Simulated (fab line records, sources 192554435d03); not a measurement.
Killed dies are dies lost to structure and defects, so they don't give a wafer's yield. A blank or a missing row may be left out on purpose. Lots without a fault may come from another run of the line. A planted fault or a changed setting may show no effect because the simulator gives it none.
Chamber matching | flow n5_finfet | N5_BEOL_M3_PECVD_72 on pecvd-04: 3 sister chambers
The step deposits SiO2 from TEOS/O2, target thk 16 nm, time 18 s. 18 wafers are shown with their chamber, then 9 later ones without.

WAFERS WITH THEIR CHAMBER
wafer  | chamber | throttle_valve_pct (%) | showerhead_plenum_p_Torr (Torr) | heater_power_w (W)
L075.1 | 2       | 20.7                   | 8.68                            | 754
L075.5 | 0       | 27.0                   | 8.77                            | 724
L075.6 | 2       | 20.7                   | 8.68                            | 731
L079.2 | 2       | 20.4                   | 8.69                            | 804
L079.5 | 1       | 22.8                   | 8.78                            | 647
L079.6 | 2       | 20.8                   | 8.67                            | 796
L081.1 | 1       | 22.7                   | 8.77                            | 632
L081.4 | 1       | 22.7                   | 8.75                            | 627
L081.6 | 2       | 20.8                   | 8.68                            | 789
L084.1 | 1       | 22.7                   | 8.77                            | 673
L084.5 | 1       | 22.9                   | 8.78                            | 684
L084.6 | 0       | 27.6                   | 8.79                            | 766
L086.1 | 0       | 27.6                   | 8.79                            | 766
L086.5 | 1       | 22.9                   | 8.77                            | 668
L086.6 | 0       | 27.5                   | 8.77                            | 761
L090.1 | 2       | 20.5                   | 8.70                            | 810
L090.3 | 1       | 22.7                   | 8.77                            | 742
L090.4 | 1       | 22.7                   | 8.78                            | 733

SIGNATURES (means of the wafers above)
reading                  | chamber 0 | chamber 1 | chamber 2 | scatter within a chamber
throttle_valve_pct       | 27.425    | 22.762    | 20.650    | 0.172
showerhead_plenum_p_Torr | 8.7800    | 8.7713    | 8.6833    | 0.0104
heater_power_w           | 754.25    | 675.75    | 780.67    | 35.6
Rule: a wafer's distance from a chamber is the root of the sum, over the readings, of the square of ((its reading less the chamber's mean) divided by the reading's scatter). The wafer belongs to the nearest chamber; if the next one is less than 2 further off, it can't be placed. The scatter: the root of (the sum of the squares of (reading less its chamber's mean) over the shown wafers, divided by (wafers less chambers)).

WAFERS WITHOUT THEIR CHAMBER
wafer  | throttle_valve_pct (%) | showerhead_plenum_p_Torr (Torr) | heater_power_w (W)
L091.1 | 22.6                   | 8.79                            | 619
L091.2 | 28.0                   | 8.77                            | 736
L091.5 | 22.8                   | 8.79                            | 632
L093.1 | 27.7                   | 8.77                            | 729
L093.4 | 28.0                   | 8.77                            | 721
L093.5 | 20.8                   | 8.68                            | 782
L097.1 | 28.2                   | 8.77                            | 776
L097.5 | 21.0                   | 8.69                            | 773
L097.6 | 28.2                   | 8.76                            | 760

WHICH CHAMBER EACH WENT THROUGH
wafer  | from the rows above | in truth
L091.1 | 1                   | 1
L091.2 | 0                   | 0
L091.5 | 1                   | 1
L093.1 | 0                   | 0
L093.4 | 0                   | 0
L093.5 | 2                   | 2
L097.1 | 0                   | 0
L097.5 | 2                   | 2
L097.6 | 0                   | 0
Placed correctly: 9 of 9. Can't be placed from these rows: 0. Placed wrongly: 0.
